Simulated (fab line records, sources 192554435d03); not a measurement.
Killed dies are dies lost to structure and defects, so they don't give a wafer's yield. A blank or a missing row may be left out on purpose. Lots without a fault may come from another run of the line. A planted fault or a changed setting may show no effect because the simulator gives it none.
Which tool did it? | flow n5_finfet | 9 lots, 26 wafers sampled, at 4 steps of a route of 1938

WHAT THE GAUGES READ, wafer by wafer
N5_BEOL_M4_RC_MEAS_101.
lot  | measured     | on        | IOFF_P (nA/um)
L692 | day 7 23:52  | prober-01 | 0.23 0.22 0.24
L694 | day 8 06:26  | prober-02 | 0.20 0.48
L698 | day 9 03:59  | prober-02 | 0.20 0.57 0.66
L703 | day 10 11:17 | prober-01 | 0.18 0.17 0.21
L704 | day 11 02:11 | prober-01 | 0.17 0.18 0.16
L708 | day 11 17:59 | prober-01 | 0.19 0.21 0.21
L709 | day 12 19:10 | prober-01 | 0.16 0.18 0.17
L712 | day 13 12:59 | prober-02 | 0.20 0.18 0.18
L714 | day 14 02:44 | prober-01 | 0.19 0.17 0.17

WHICH TOOL RAN EACH LOT (tool, then ch and the chambers of the sampled wafers, then the start)
lot  | N5_DUMMY_REMOVAL_HM_STRIP_01      | N5_HKMG_FIN_PWFM_ALD_03            | N5_HKMG_FIN_DESCUM_17
L692 | rie_diel-04 ch 0,1,2, day 4 08:17 | ald_metal-01 ch 0,1,3, day 4 12:47 | rie_diel-02 ch 0,2,3, day 4 14:28
L694 | rie_diel-04 ch 0,1, day 4 16:06   | ald_metal-01 ch 0,2, day 4 20:03   | rie_diel-01 ch 2,3, day 4 21:05
L698 | rie_diel-04 ch 0,1,2, day 5 14:48 | ald_metal-01 ch 1,2,3, day 5 19:10 | rie_diel-03 ch 0,2,3, day 5 20:05
L703 | rie_diel-05 ch 0,3, day 6 21:34   | ald_metal-04 ch 0,1,2, day 7 01:44 | rie_diel-01 ch 1,2, day 7 03:54
L704 | rie_diel-06 ch 0,1, day 7 03:23   | ald_metal-02 ch 0,1,3, day 7 07:37 | rie_diel-03 ch 0,3, day 7 08:27
L708 | rie_diel-05 ch 0,3, day 8 06:44   | ald_metal-04 ch 0,2,3, day 8 10:46 | rie_diel-03 ch 1,2,3, day 8 11:34
L709 | rie_diel-04 ch 2,3, day 8 14:16   | ald_metal-04 ch 1,2,3, day 8 18:26 | rie_diel-01 ch 1,2, day 8 19:38
L712 | rie_diel-06 ch 0,2,3, day 9 05:04 | ald_metal-02 ch 0,3, day 9 09:00   | rie_diel-02 ch 0,1,3, day 9 09:59
L714 | rie_diel-04 ch 0,2, day 9 13:52   | ald_metal-01 ch 0,1,2, day 9 18:01 | rie_diel-02 ch 0,1, day 9 18:56
- N5_DUMMY_REMOVAL_HM_STRIP_01: strips SiNx in CH3F/O2, stops on poly-Si, target depth 4 nm, time 6.8 s.
- N5_HKMG_FIN_PWFM_ALD_03: deposits TiN, target thk 2 nm, pulse time 1 s, purge time 3 s.
- N5_HKMG_FIN_DESCUM_17: chemistry O2, time 7.9 s.

THE ANSWER, worked out from the rows above alone
Rule: what is usual is taken from the lots themselves. Put in order of their means at a reading, lots are off if they are a third of the lots or fewer, leave a main group of 4 or more, and stand apart from it by a gap of 3 or more times the standard deviation of the main group's means; of several such gaps the widest counts. A main group whose means are all the same, to the digits that the tables above print for the reading, isn't used. A lot without any number at a reading at which 4 lots or more have one is off too. The other lots that the step has rows for count as sound.
Off: L694, L698, at N5_BEOL_M4_RC_MEAS_101 (IOFF_P). The main group: mean 0.19 nA/um, standard deviation 0.02.
A tool fits if, at a process step before that reading, it ran every lot that is off, and no sound lot after the first of them. The gauges at N5_BEOL_M4_RC_MEAS_101 are tried like those tools. None of those tried fits.

WHAT THE SIMULATOR HAD PUT IN
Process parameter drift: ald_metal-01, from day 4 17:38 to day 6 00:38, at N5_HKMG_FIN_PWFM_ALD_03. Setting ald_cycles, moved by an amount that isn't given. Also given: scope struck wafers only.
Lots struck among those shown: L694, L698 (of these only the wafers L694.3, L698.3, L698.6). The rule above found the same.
